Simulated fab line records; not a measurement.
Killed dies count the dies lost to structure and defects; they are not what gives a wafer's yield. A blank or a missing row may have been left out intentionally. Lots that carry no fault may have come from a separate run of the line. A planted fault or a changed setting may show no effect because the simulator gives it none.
Chamber matching / flow nand harc / NHARC_P_GATE_ALD_36 on ald sin-03 has 4 sister chambers
The step deposits SiNx, target thk 20 nm, pulse time 60 s, ald cycles 223. 8 wafers are shown with their chamber, then 7 later ones without.

WAFERS, EACH WITH ITS CHAMBER
wafer=L080.1; chamber=0; heater power w (W)=855; susceptor temp C (C)=399.81
wafer=L083.1; chamber=1; heater power w (W)=797; susceptor temp C (C)=399.84
wafer=L086.3; chamber=0; heater power w (W)=848; susceptor temp C (C)=400.07
wafer=L086.4; chamber=1; heater power w (W)=796; susceptor temp C (C)=400.01
wafer=L089.4; chamber=3; heater power w (W)=809; susceptor temp C (C)=399.87
wafer=L089.5; chamber=2; heater power w (W)=829; susceptor temp C (C)=400.23
wafer=L092.2; chamber=2; heater power w (W)=815; susceptor temp C (C)=399.99
wafer=L092.4; chamber=3; heater power w (W)=813; susceptor temp C (C)=399.49

WAFERS WITHOUT THEIR CHAMBER
wafer=L092.6; heater power w (W)=835; susceptor temp C (C)=399.90
wafer=L095.4; heater power w (W)=792; susceptor temp C (C)=399.95
wafer=L095.2; heater power w (W)=811; susceptor temp C (C)=400.09
wafer=L095.6; heater power w (W)=786; susceptor temp C (C)=399.60
wafer=L096.1; heater power w (W)=806; susceptor temp C (C)=399.85
wafer=L096.3; heater power w (W)=833; susceptor temp C (C)=399.87
wafer=L096.2; heater power w (W)=790; susceptor temp C (C)=400.07

THE CHAMBER EACH PASSED THROUGH
wafer=L092.6; from the rows above=can't be placed: 2 or 0 or 3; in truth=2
wafer=L095.4; from the rows above=1; in truth=1
wafer=L095.2; from the rows above=can't be placed: 2 or 3 or 1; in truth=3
wafer=L095.6; from the rows above=can't be placed: 1 or 3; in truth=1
wafer=L096.1; from the rows above=can't be placed: 3 or 1 or 2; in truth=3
wafer=L096.3; from the rows above=can't be placed: 2 or 0 or 3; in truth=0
wafer=L096.2; from the rows above=1; in truth=1
Correct placement for 2 of the 7. From these rows, 5 cannot be placed; in 5 the true chamber is one of the candidates. Wrongly placed: 0.
How it was worked out, from the rows above alone: a wafer's distance from a chamber is the root of the sum, over the readings, of the square of ((its reading less the chamber's mean) divided by the reading's scatter). If the next closest chamber is less than 2 further off than the closest, the wafer can't be placed; otherwise it belongs to the closest. The mean given for a chamber averages the wafers shown for that chamber. The scatter is the square root of a quotient: the sum, over the shown wafers, of each reading's squared deviation from its chamber's mean, divided by wafers minus chambers.
